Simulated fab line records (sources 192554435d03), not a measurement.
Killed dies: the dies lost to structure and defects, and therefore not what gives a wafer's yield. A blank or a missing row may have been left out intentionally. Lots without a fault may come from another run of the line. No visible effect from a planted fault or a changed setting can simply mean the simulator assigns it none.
One fault seen from 3 desks + flow n5-finfet + every desk sees just its own numbers, and what lay behind them comes last

FOR THE TOOL OWNER'S DESK: euv-scanner-01
The tool's own readings at N5_DUMMY_GATE_EXPOSE_12 (exposes mask GATE, target cd 25 nm): means of the sampled wafers that have a number, for each lot that ran on this tool. Any lot whose mean is over 4 standard deviations away from the usual mean is out of limits and marked OUT; that distance is given in the brackets.
Columns: A = exposure-dose-mJ-cm2 at N5_DUMMY_GATE_EXPOSE_12, usual 33.99
| lot  | first seen here | A               |
|------|-----------------|-----------------|
| L521 | day 3 03:26     | 34.03           |
| L526 | day 4 13:05     | 34.02           |
| L529 | day 5 05:56     | 33.98           |
| L532 | day 6 00:52     | 34.06           |
| L534 | day 6 14:00     | 32.39 (-46) OUT |
| L539 | day 7 20:00     | 32.74 (-36) OUT |
This desk finds L534, L539 out of limits, L534 being first, at day 6 14:00 (exposure-dose-mJ-cm2 at N5_DUMMY_GATE_EXPOSE_12). L521, L526, L529, L532 stayed within limits.

THE DEFECT DESK
Lot by lot, what the route's inspections counted, given as the mean of those sampled wafers with a number. Any lot whose mean is over 4 standard deviations away from the usual mean is out of limits and marked OUT; that distance is given in the brackets.
Columns: A = raw-defect-count at N5_DUMMY_GATE_INSPECT_17, usual 192
| lot  | first seen here | A   |
|------|-----------------|-----|
| L521 | day 3 03:40     | 164 |
| L526 | day 4 13:18     | 192 |
| L528 | day 4 23:04     | 144 |
| L529 | day 5 06:08     | 196 |
| L532 | day 6 01:06     | 176 |
| L534 | day 6 14:13     | 231 |
| L539 | day 7 20:13     | 176 |
| L540 | day 8 01:09     | 149 |
| L542 | day 8 11:47     | 180 |
This desk's verdict: no lot among the 9 shows anything out of limits.

METROLOGY DESK
Means of the sampled wafers that have a number, per lot and without regard to the tool the lot ran on: this is what the gauges read. Any lot whose mean is over 4 standard deviations away from the usual mean is out of limits and marked OUT; that distance is given in the brackets. Readings shown: 7 of its 11, picked as those furthest out on some lot.
Columns: A = cd-nm at N5_DUMMY_GATE_CD_MEAS_15, usual 24.98 nm; B = DIBL_N at N5_BEOL_M4_RC_MEAS_101, usual 36.2 mV/V; C = DIBL_P at N5_BEOL_M4_RC_MEAS_101, usual 36.1 mV/V; D = IOFF_P at N5_BEOL_M4_RC_MEAS_101, usual 0.22 nA/um; E = SS_N at N5_BEOL_M4_RC_MEAS_101, usual 71.4 mV/dec; F = SS_P at N5_BEOL_M4_RC_MEAS_101, usual 73.2 mV/dec; G = VT_P at N5_BEOL_M4_RC_MEAS_101, usual -250 mV
| lot  | first seen here | A     | B    | C    | D    | E    | F    | G    |
|------|-----------------|-------|------|------|------|------|------|------|
| L521 | day 3 03:34     | 25.09 | 35.1 | 34.4 | 0.22 | 70.9 | 72.9 | -248 |
| L526 | day 4 13:12     | 24.92 | 36.3 | 36.7 | 0.20 | 71.9 | 73.2 | -251 |
| L528 | day 4 22:58     | 25.14 | 36.2 | 36.5 | 0.26 | 71.0 | 73.7 | -246 |
| L529 | day 5 06:03     | 24.85 | 37.3 | 37.8 | 0.25 | 71.6 | 73.3 | -246 |
| L532 | day 6 00:59     | 25.38 | 35.1 | 34.6 | 0.22 | 71.0 | 72.6 | -245 |
| L534 | day 6 14:07     | 25.74 | 31.8 | 32.1 | 0.13 | 70.1 | 71.8 | -258 |
| L539 | day 7 20:07     | 25.70 | 33.4 | 31.9 | 0.15 | 71.1 | 72.5 | -254 |
| L540 | day 8 01:03     | 24.81 | 38.8 | 35.7 | 0.22 | 71.6 | 73.0 | -249 |
| L542 | day 8 11:41     | 24.94 | 34.7 | 35.8 | 0.19 | 70.5 | 72.3 | -251 |
This desk's verdict: no lot among the 9 shows anything out of limits.

ALL TOGETHER
At day 6 14:00, on L534, L539, the tool owner's desk was in a position to raise an alarm.
The defect desk saw nothing out of limits.
The metrology desk saw nothing out of limits.
The defect desk has L534, L539 on record, within its limits.
The metrology desk has L534, L539 on record, within its limits.
All the named lots went through N5_DUMMY_GATE_EXPOSE_12 on euv-scanner-01.

WHAT THE SIMULATOR HAD PUT IN
Drift in process parameters on euv-scanner-01 at N5_DUMMY_GATE_EXPOSE_12, starting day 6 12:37. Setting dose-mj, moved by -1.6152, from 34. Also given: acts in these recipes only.
Lots struck among those shown: L534, L539.
Time in hours from fault onset to the first out-of-limits reading at each desk: the tool owner's desk, 1.
